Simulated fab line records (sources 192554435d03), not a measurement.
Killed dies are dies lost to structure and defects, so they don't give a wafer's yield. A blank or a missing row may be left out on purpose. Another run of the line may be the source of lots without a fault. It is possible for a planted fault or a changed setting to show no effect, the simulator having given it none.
fab line records -- flow n5_finfet
record lots=10, wafers=28, last_day=18
route steps=1938 shown BEOL_M4@1111 BEOL_M14@1766 BEOL_M15@1785 PASSIVATION@1936
lots with no fault: from the same line, run without faults
start_h: hours from the record's first day to the start of the lot's first wafer shown -- wait_h: hours from the lot's prior step to this one -- " as in the row above -- L1.1+2: a row that stands for several wafers -- - no value present, or no start provided -- * or withheld: withheld -- < > ~ a bound
route shown NAME@n: names a module that has steps shown in the file, with the first one's number in the route -- usual: mean/standard deviation of fault-free wafers -- same: alike in all rows -- chamber/n: place in a boat -- sites: the reading at each site -- _std_site: standard deviation across them -- _edge_site: the outer-site mean with the inner-site mean subtracted -- radius_mm: for every site, how far away it sits from the centre of the wafer -- mask NAME#n: copy n -- behind: the most recent tool/chamber to have shaped the wafer -- hold: reason for holding the lot/hours on hold/outcome of the hold -- device: whichever transistor did not switch (one of n, p or np) -- end of line: the route-end tests of the same wafers -- where a step has no rows: the recipe by itself -- killed: dies lost to structure and defects at the first sort, not the wafer's yield -- map: dies across one wafer; x = killed, . = not, _ = none there
set.NAME: the setting that was run; set.NAME@STEP: the one run at that earlier step -- model.NAME: the simulator's own value behind a step, which no gauge read
a sample of lots followed through the steps of the route, with each step as a table and each wafer as a row
services: from which hour (start_h, from the record's first day; less than 0 if before it) a tool's chamber was out of use, for how many hours, and why
## steps
# step N5_BEOL_M4_RC_MEAS_101
# usual DIBL_N=36.4/1.4, DIBL_P=36.3/1.8, IOFF_N=0.163/0.024, IOFF_P=0.21/0.034, ION_N=673/11, ION_P=461/7.4, SS_N=71.6/0.52, SS_P=73.3/0.58, VT_N=249.4/2.5, VT_P=-250/3.5
lot.wafer,tool,chamber,start_h,wait_h,DIBL_N[mV/V],DIBL_P[mV/V],IOFF_N[nA/um],IOFF_P[nA/um],ION_N[uA/um],ION_P[uA/um],SS_N[mV/dec],SS_P[mV/dec],VT_N[mV],VT_P[mV]
L100.1,prober-01,0,175.17,0.0,37.2,38.0,0.170,0.25,663,456,71.9,73.8,245.9,-246
L100.2,prober-01,0,175.17,0.0,37.2,37.4,0.169,0.24,668,462,71.2,73.4,249.0,-248
L100.5,prober-01,0,175.17,0.0,37.5,38.2,0.181,0.24,666,459,71.9,73.8,246.9,-248
L101.3,prober-02,0,186.20,0.3,36.8,37.2,0.173,0.19,674,449,71.8,73.8,246.7,-254
L101.4,prober-02,0,186.20,0.3,36.2,36.3,0.167,0.19,685,455,71.4,72.5,246.7,-254
L101.6,prober-02,0,186.20,0.3,35.0,35.3,0.147,0.17,668,453,71.9,72.8,251.3,-254
L102.4,prober-02,0,192.36,0.5,34.6,33.8,0.118,0.20,651,458,70.6,72.5,254.1,-248
L102.5,prober-02,0,192.36,0.5,36.9,36.4,0.154,0.25,661,462,72.2,72.9,247.8,-247
L102.6,prober-02,0,192.36,0.5,37.7,38.1,0.176,0.27,682,477,72.1,74.1,249.6,-243
L105.1,prober-01,0,209.37,0.0,34.1,35.5,0.139,0.18,652,448,71.5,73.3,253.9,-253
L105.2,prober-01,0,209.37,0.0,35.7,37.6,0.168,0.22,668,455,71.9,73.5,249.8,-252
L105.6,prober-01,0,209.37,0.0,34.1,35.9,0.138,0.19,656,455,71.8,73.8,253.2,-254
L108.5,prober-02,0,219.22,0.6,37.1,37.6,0.195,0.24,708,472,71.1,73.7,246.1,-247
L108.6,prober-02,0,219.22,0.6,35.2,35.3,0.146,0.20,686,470,71.2,73.1,252.9,-251
L107.3,prober-01,0,225.25,0.3,36.0,35.9,0.159,0.20,652,450,72.2,73.1,250.4,-250
L107.4,prober-01,0,225.25,0.3,34.4,34.8,0.137,0.18,651,451,70.9,72.5,252.9,-254
L107.5,prober-01,0,225.25,0.3,35.0,34.5,0.145,0.18,659,446,71.7,73.3,254.1,-253
L110.2,prober-01,0,239.74,0.2,35.9,36.1,0.165,0.21,677,465,71.0,73.2,247.3,-251
L110.6,prober-01,0,239.74,0.2,35.1,35.2,0.151,0.20,670,458,71.2,73.3,249.2,-251
L120.1,prober-02,0,300.13,0.0,35.3,31.4,0.130,0.15,674,453,71.3,72.9,250.6,-258
L120.2,prober-02,0,300.13,0.0,34.5,30.9,0.117,0.14,669,450,70.8,72.6,251.5,-257
L120.4,prober-02,0,300.13,0.0,35.9,32.4,0.137,0.16,660,446,70.6,72.0,250.8,-255
L119.2,prober-02,0,303.23,0.2,35.1,34.8,0.137,0.19,665,460,70.9,73.0,250.8,-250
L119.4,prober-02,0,303.23,0.2,36.0,35.2,0.146,0.20,666,455,71.1,72.9,251.1,-250
L119.6,prober-02,0,303.23,0.2,35.1,35.0,0.142,0.20,662,456,70.9,72.6,248.0,-248
L121.2,prober-01,0,306.09,0.2,37.4,35.5,0.158,0.23,674,466,71.0,73.2,249.3,-247
L121.4,prober-01,0,306.09,0.2,40.3,38.7,0.217,0.30,691,465,72.4,73.9,245.3,-242
L121.5,prober-01,0,306.09,0.2,36.6,33.9,0.146,0.22,656,458,71.6,72.1,254.2,-247
# step N5_BEOL_M14_ANNEAL_48
# recipe temp_c=225, time_s=90, ambient=N2
# usual wafer_temp_C_max=225.91/0.23
lot.wafer,tool,chamber,start_h,wait_h,wafer_temp_C_max
L100.1,rtp_anneal-02,0,254.51,0.2,225.86
L100.2,rtp_anneal-02,0,254.51,0.2,225.73
L100.5,rtp_anneal-02,0,254.51,0.2,225.85
L101.3,rtp_anneal-02,0,259.93,0.5,225.86
L101.4,rtp_anneal-02,0,259.93,0.5,225.71
L101.6,rtp_anneal-02,0,259.93,0.5,226.35
L102.4,rtp_anneal-02,0,277.25,0.2,225.98
L102.5,rtp_anneal-02,0,277.25,0.2,226.16
L102.6,rtp_anneal-02,0,277.25,0.2,226.10
L105.1,rtp_anneal-01,0,297.31,0.1,225.71
L105.2,rtp_anneal-01,0,297.31,0.1,226.20
L105.6,rtp_anneal-01,0,297.31,0.1,226.11
L108.5,rtp_anneal-02,0,297.89,0.2,225.79
L108.6,rtp_anneal-02,0,297.89,0.2,225.92
L107.3,rtp_anneal-01,0,306.70,0.2,225.96
L107.4,rtp_anneal-01,0,306.70,0.2,226.26
L107.5,rtp_anneal-01,0,306.70,0.2,225.69
L110.2,rtp_anneal-01,0,332.28,0.2,225.88
L110.6,rtp_anneal-01,0,332.28,0.2,225.77
L120.1,rtp_anneal-02,0,396.05,0.1,226.09
L120.2,rtp_anneal-02,0,396.05,0.1,226.03
L120.4,rtp_anneal-02,0,396.05,0.1,226.18
L119.2,rtp_anneal-02,0,400.54,3.4,226.16
L119.4,rtp_anneal-02,0,400.54,3.4,226.19
L119.6,rtp_anneal-02,0,400.54,3.4,225.92
L121.2,rtp_anneal-02,0,409.06,0.2,225.71
L121.4,rtp_anneal-02,0,409.06,0.2,225.82
L121.5,rtp_anneal-02,0,409.06,0.2,226.16
# step N5_BEOL_M15_INSPECT_12
# recipe mode=adi, inspect_instrument=macro
# usual raw_defect_count=2.0/1.4
lot.wafer,tool,chamber,start_h,wait_h,raw_defect_count
L100.1,defect_inspect-01,-,256.03,0.0,5
L100.2,defect_inspect-01,-,256.03,0.0,1
L100.5,defect_inspect-01,-,256.03,0.0,4
L101.3,defect_inspect-02,-,261.34,0.0,2
L101.4,defect_inspect-02,-,261.34,0.0,1
L101.6,defect_inspect-02,-,261.34,0.0,3
L102.4,defect_inspect-01,-,278.51,0.0,1
L102.5,defect_inspect-01,-,278.51,0.0,3
L102.6,defect_inspect-01,-,278.51,0.0,2
L105.1,defect_inspect-01,-,298.81,0.0,3
L105.2,defect_inspect-01,-,298.81,0.0,3
L105.6,defect_inspect-01,-,298.81,0.0,4
L108.5,defect_inspect-02,-,299.12,0.0,1
L108.6,defect_inspect-02,-,299.12,0.0,3
L107.3,defect_inspect-02,-,308.15,0.0,3
L107.4,defect_inspect-02,-,308.15,0.0,1
L107.5,defect_inspect-02,-,308.15,0.0,4
L110.2,defect_inspect-02,-,333.62,0.0,2
L110.6,defect_inspect-02,-,333.62,0.0,1
L120.1,defect_inspect-01,-,397.44,0.0,0
L120.2,defect_inspect-01,-,397.44,0.0,1
L120.4,defect_inspect-01,-,397.44,0.0,3
L119.2,defect_inspect-01,-,401.91,0.0,1
L119.4,defect_inspect-01,-,401.91,0.0,2
L119.6,defect_inspect-01,-,401.91,0.0,3
L121.2,defect_inspect-01,-,410.56,0.0,0
L121.4,defect_inspect-01,-,410.56,0.0,2
L121.5,defect_inspect-01,-,410.56,0.0,2
# step N5_BEOL_M15_DESCUM_15
# recipe chemistry=O2, time_s=7.9, source_power_w=50, bias_power_w=20, pressure_mtorr=20, rf_frequency_hz=2.712e+07, temp_c=40, o2_flow_sccm=225
# usual bias_power_w=20.00/0.053, drypump_motor_current_A=5.9/0.35, oes_product_au=0.80/0.083, rf_vpp_V=243.3/1, showerhead_plenum_p_Torr=2.10/0.04, throttle_valve_pct=20.42/0.24
lot.wafer,tool,chamber,start_h,wait_h,bias_power_w,drypump_motor_current_A,oes_product_au,rf_hours_counter_h,rf_vpp_V,showerhead_plenum_p_Torr,throttle_valve_pct
L100.1,rie_diel-02,1,256.06,0.0,20.06,6.4,0.72,198,241.9,2.07,20.67
L100.2,rie_diel-02,3,256.06,0.0,20.02,5.7,0.72,169,244.6,2.09,20.22
L100.5,rie_diel-02,3,256.06,0.0,19.98,5.7,0.73,-,242.8,2.09,20.23
L101.3,rie_diel-05,2,261.37,0.0,19.93,5.5,0.79,86,244.5,2.12,20.40
L101.4,rie_diel-05,0,261.37,0.0,19.94,6.1,0.84,66,243.5,2.13,20.62
L101.6,rie_diel-05,0,261.37,0.0,19.91,6.1,0.84,-,243.8,2.13,20.63
L102.4,rie_diel-05,0,278.54,0.0,19.95,6.1,0.84,71,245.9,2.13,20.61
L102.5,rie_diel-05,2,278.54,0.0,19.96,5.5,0.79,-,243.2,2.12,20.43
L102.6,rie_diel-05,1,278.54,0.0,20.02,5.9,0.84,-,242.2,2.12,20.10
L105.1,rie_diel-05,3,298.85,0.0,20.02,6.0,0.98,0,243.5,2.15,20.13
L105.2,rie_diel-05,1,298.85,0.0,20.06,5.9,0.84,72,243.9,2.11,20.08
L105.6,rie_diel-05,1,298.85,0.0,19.95,5.9,0.84,-,243.3,2.11,20.08
L108.5,rie_diel-01,3,299.30,0.2,20.06,5.8,0.76,-,241.6,2.00,20.73
L108.6,rie_diel-01,0,299.30,0.2,20.01,6.3,0.90,-,244.4,2.14,20.02
L107.3,rie_diel-05,3,308.19,0.0,19.95,6.0,0.94,3,244.8,2.15,20.12
L107.4,rie_diel-05,0,308.19,0.0,19.89,6.1,0.81,82,242.2,2.12,20.63
L107.5,rie_diel-05,3,308.19,0.0,20.01,6.0,0.95,-,244.9,2.15,20.12
L110.2,rie_diel-01,3,333.65,0.0,19.95,5.8,0.75,163,239.6,2.00,20.75
L110.6,rie_diel-01,2,333.65,0.0,20.01,5.5,0.98,-,245.3,2.15,20.41
L120.1,rie_diel-02,1,397.48,0.0,20.04,6.4,0.69,243,243.3,2.05,20.75
L120.2,rie_diel-02,2,397.48,0.0,20.06,6.3,0.85,73,243.7,2.11,20.55
L120.4,rie_diel-02,1,397.48,0.0,19.96,6.4,0.69,-,242.5,2.05,20.75
L119.2,rie_diel-02,2,401.95,0.0,19.90,6.3,0.84,75,243.2,2.11,20.52
L119.4,rie_diel-02,0,401.95,0.0,19.98,5.4,0.74,-,244.4,2.08,20.42
L119.6,rie_diel-02,1,401.95,0.0,20.09,6.3,0.69,-,241.2,2.05,20.76
L121.2,rie_diel-05,2,410.59,0.0,20.02,5.5,0.75,126,243.1,2.10,20.47
L121.4,rie_diel-05,1,410.59,0.0,20.06,5.9,0.81,99,245.2,2.11,20.12
L121.5,rie_diel-05,1,410.59,0.0,20.02,5.9,0.80,-,243.6,2.10,20.13
# step N5_BEOL_M15_EXPOSE_25
# recipe mask_id=M15, na=0.8, source_shape=annular, sigma_inner=0.5, sigma_outer=0.8, polarization=unpolarized, target_cd_nm=400, dose_mj=35.5
# usual exposure_dose_mJ_cm2=35.48/0.032
lot.wafer,tool,chamber,start_h,wait_h,mask,exposure_dose_mJ_cm2
L100.1,krf_scanner-01,0,257.55,-,M15#0,35.49
L100.2,krf_scanner-01,0,257.55,-,M15#0,35.50
L100.5,krf_scanner-01,0,257.55,-,M15#0,35.49
L101.3,krf_scanner-02,0,262.71,-,M15#0,35.48
L101.4,krf_scanner-02,0,262.71,-,M15#0,35.51
L101.6,krf_scanner-02,0,262.71,-,M15#0,35.50
L102.4,krf_scanner-02,0,279.76,-,M15#0,35.53
L102.5,krf_scanner-02,0,279.76,-,M15#0,35.47
L102.6,krf_scanner-02,0,279.76,-,M15#0,35.48
L105.1,krf_scanner-02,0,300.32,-,M15#0,35.48
L105.2,krf_scanner-02,0,300.32,-,M15#0,35.49
L105.6,krf_scanner-02,0,300.32,-,M15#0,35.48
L108.5,krf_scanner-02,0,300.51,-,M15#0,35.49
L108.6,krf_scanner-02,0,300.51,-,M15#0,35.51
L107.3,krf_scanner-01,0,309.52,-,M15#0,35.55
L107.4,krf_scanner-01,0,309.52,-,M15#0,35.46
L107.5,krf_scanner-01,0,309.52,-,M15#0,35.48
L110.2,krf_scanner-02,0,334.98,-,M15#0,35.49
L110.6,krf_scanner-02,0,334.98,-,M15#0,35.51
L120.1,krf_scanner-02,0,398.67,-,M15#0,35.48
L120.2,krf_scanner-02,0,398.67,-,M15#0,35.53
L120.4,krf_scanner-02,0,398.67,-,M15#0,35.49
L119.2,krf_scanner-02,0,403.16,-,M15#0,35.48
L119.4,krf_scanner-02,0,403.16,-,M15#0,35.48
L119.6,krf_scanner-02,0,403.16,-,M15#0,35.44
L121.2,krf_scanner-02,0,411.81,-,M15#0,35.41
L121.4,krf_scanner-02,0,411.81,-,M15#0,35.44
L121.5,krf_scanner-02,0,411.81,-,M15#0,35.45
# step N5_BEOL_M15_CD_MEAS_28
# recipe target_cd_nm=407.6, landing_energy_ev=500, detector=se_inlens
# usual cd_nm=409.5/1.5
lot.wafer,tool,chamber,start_h,wait_h,cd_nm
L100.1,cd_sem-02,0,257.72,-,410.9
L100.2,cd_sem-02,0,257.72,-,410.6
L100.5,cd_sem-02,0,257.72,-,410.4
L101.3,cd_sem-03,0,262.87,-,409.3
L101.4,cd_sem-03,0,262.87,-,410.1
L101.6,cd_sem-03,0,262.87,-,409.3
L102.4,cd_sem-02,0,279.91,-,410.6
L102.5,cd_sem-02,0,279.91,-,412.6
L102.6,cd_sem-02,0,279.91,-,409.9
L105.1,cd_sem-03,0,300.49,-,409.8
L105.2,cd_sem-03,0,300.49,-,409.4
L105.6,cd_sem-03,0,300.49,-,545.6
L108.5,cd_sem-01,0,300.67,-,543.0
L108.6,cd_sem-01,0,300.67,-,541.1
L107.3,cd_sem-02,0,309.69,-,409.8
L107.4,cd_sem-02,0,309.69,-,410.5
L107.5,cd_sem-02,0,309.69,-,410.5
L110.2,cd_sem-03,0,335.15,-,409.4
L110.6,cd_sem-03,0,335.15,-,543.7
L120.1,cd_sem-01,0,398.85,-,406.2
L120.2,cd_sem-01,0,398.85,-,405.0
L120.4,cd_sem-01,0,398.85,-,406.1
L119.2,cd_sem-01,0,403.33,-,408.1
L119.4,cd_sem-01,0,403.33,-,407.7
L119.6,cd_sem-01,0,403.33,-,407.6
L121.2,cd_sem-02,0,411.98,-,406.7
L121.4,cd_sem-02,0,411.98,-,407.6
L121.5,cd_sem-02,0,411.98,-,406.7
# step N5_PASSIVATION_PROBE_49
# usual defect_limited_yield=91.4/1.6, killed_at_M0_to_M3=34/12, killed_at_M4_up=13/5.2, killed_at_contacts=11/5.5, killed_at_front_end=40/13, killed_at_other=3.4/2.7, killed_dies=102/19, killed_on_rim=13/4.3, killed_open=66/15, killed_short=33/7.9, sort_bin_5_function=5.1/1.1, sort_bin_6_memory=3.2/0.7, sort_n_pass=1078/19, sort_yield_pct=91.4/1.6
# same gross_dies=1180, killed_at_back_side=0, sort_bin_4_leakage[%]=0, sort_bin_8_speed[%]=0
lot.wafer,tool,chamber,start_h,wait_h,defect_limited_yield[%],killed_at_M0_to_M3,killed_at_M4_up,killed_at_contacts,killed_at_front_end,killed_at_other,killed_dies,killed_on_rim,killed_open,killed_short,sort_bin_5_function[%],sort_bin_6_memory[%],sort_n_pass,sort_yield_pct[%]
L105.1,prober-01,-,319.94,0.0,90.3,53,21,10,28,3,115,16,71,40,5.0,4.5,1065,90.3
L105.2,prober-01,-,319.99,0.1,90.6,43,17,9,40,2,111,13,75,36,5.5,3.6,1069,90.6
L105.6,prober-01,-,320.19,0.3,0,40,1088,10,41,1,1180,152,62,35,5.4,2.8,0,0
L108.5,prober-02,-,321.87,0.2,0,40,1108,9,19,4,1180,152,57,19,3.6,2.8,0,0
L108.6,prober-02,-,321.92,0.3,0,44,1070,13,47,6,1180,152,76,44,6.4,3.6,0,0
L110.2,prober-01,-,357.12,0.1,90.5,16,16,7,64,9,112,15,78,32,5.3,3.8,1068,90.5
L110.6,prober-01,-,357.32,0.3,0,14,1089,2,71,4,1180,152,71,32,5.4,3.2,0,0
# killed by level:class
L105.1 BEOL_M0_SAQP:geometric_particle:open=20 BEOL_M0_SAQP:geometric_particle:short=15 GATE_CUT:geometric_particle:short=8 MOL_CONTACT_COAG:geometric_particle:open=7 BEOL_M1:geometric_particle:open=6 BEOL_M2:geometric_particle:open=6 BEOL_M4:geometric_particle:open=5 GATE_CUT:geometric_particle:open=4
L105.2 STI_FIN_REVEAL:geometric_particle:open=11 GATE_CUT:geometric_particle:short=10 MOL_CONTACT_COAG:geometric_particle:open=9 BEOL_M1:geometric_particle:open=9 BEOL_M0_SAQP:geometric_particle:open=8 BEOL_M2:geometric_particle:open=7 BEOL_M0_SAQP:geometric_particle:short=6 BEOL_M4:geometric_particle:open=5
L105.6 BEOL_M15:area_expose=1079 BEOL_M1:geometric_particle:open=11 STI_FIN_REVEAL:geometric_particle:open=10 BEOL_M0_SAQP:geometric_particle:short=10 MOL_CONTACT_COAG:geometric_particle:open=9 BEOL_M0_SAQP:geometric_particle:open=8 DUMMY_GATE:geometric_particle:open=7 GATE_CUT:geometric_particle:short=5
L108.5 BEOL_M15:area_expose=1102 BEOL_M0_SAQP:geometric_particle:open=11 BEOL_M0_SAQP:geometric_particle:short=10 BEOL_M1:geometric_particle:open=10 STI_FIN_REVEAL:geometric_particle:open=7 MOL_CONTACT_COAG:geometric_particle:open=7 DUMMY_GATE:geometric_particle:open=4 BEOL_M2:geometric_particle:open=3
L108.6 BEOL_M15:area_expose=1060 BEOL_M0_SAQP:geometric_particle:open=15 BEOL_M0_SAQP:geometric_particle:short=12 FIN_SAQP:geometric_particle:open=11 MOL_CONTACT_COAG:geometric_particle:open=11 FIN_SAQP:geometric_particle:short=7 STI_FIN_REVEAL:geometric_particle:open=7 ILD0:geometric_particle:short=7
L110.2 STI_FIN_REVEAL:geometric_particle:open=13 FIN_SAQP:geometric_particle:open=8 FIN_SAQP:geometric_particle:short=7 BEOL_M1:geometric_particle:open=7 STI_FIN_REVEAL:geometric_particle:short=6 DUMMY_GATE:geometric_particle:open=6 MOL_CONTACT_COAG:geometric_particle:open=6 SPACER0:geometric_particle:open=4
L110.6 BEOL_M15:area_expose=1073 STI_FIN_REVEAL:geometric_particle:open=26 FIN_SAQP:geometric_particle:open=12 FIN_SAQP:geometric_particle:short=6 STI_FIN_REVEAL:geometric_particle:short=4 SPACER0:geometric_particle:short=4 BEOL_M4:geometric_particle:open=4 STARTING-WAFER:geometric_particle:open=4
## services
tool,chamber,start_h,hours,kind
krf_scanner-02,-,273.65,1.0,pm
rie_diel-02,-,275.29,0.6,repair
rie_diel-02,-,303.01,0.5,repair
krf_scanner-02,-,304.87,2.9,repair
krf_scanner-02,-,308.92,1.3,pm
krf_scanner-01,-,310.22,3.6,pm
rie_diel-01,0,311.36,5.4,repair
krf_scanner-01,-,330.31,0.8,pm
krf_scanner-02,-,332.42,0.4,repair
rie_diel-01,-,338.55,0.3,repair
rie_diel-02,2,361.69,4.1,repair
krf_scanner-01,-,362.98,1.0,pm
krf_scanner-02,-,374.04,3.6,pm
rie_diel-05,-,374.94,0.4,repair
rie_diel-02,3,376.49,1.6,repair
rie_diel-01,1,377.45,5.0,repair
krf_scanner-02,0,380.24,-,calibration
rie_diel-01,3,382.03,6.1,repair
rie_diel-05,-,385.19,14.6,pm
rie_diel-02,3,395.22,12.3,repair
rtp_anneal-01,-,396.05,7.1,pm
krf_scanner-01,-,397.68,1.3,pm
rie_diel-01,2,400.15,2.8,repair
rie_diel-01,-,402.16,1.0,repair
## key
first_sign step=N5_BEOL_M15_CD_MEAS_28, reading=cd_nm, direction=up, sigmas=88, usual=409.5, struck=543.4
effect step=N5_PASSIVATION_PROBE_49, reading=killed_at_M4_up, direction=up, sigmas=99+, usual=13, struck=1089
more_kills_born_at N5_BEOL_M15_EXPOSE_25@krf_scanner-02=4314
met_at N5_BEOL_M15_EXPOSE_25
struck_lots L105,L108,L110
struck_wafers L105.6,L108.5,L108.6,L110.6
later_rows_left_out L105.6,L108.5,L108.6,L110.6
not_acting_at N5_BEOL_M14_ANNEAL_48,N5_BEOL_M15_INSPECT_12,N5_BEOL_M15_DESCUM_15
onset_between 279.76 300.32
fault kind=process_parameter_drift, tool=krf_scanner-02, chamber=-, onset_h=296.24, steps=N5_BEOL_M15_EXPOSE_25, channel=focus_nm, offset=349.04, shape=step, end_h=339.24, scope=struck_wafers_only
# later_rows_left_out: the simulator's readings of these wafers behind a module that went badly wrong aren't trusted and aren't shown, but for the sort
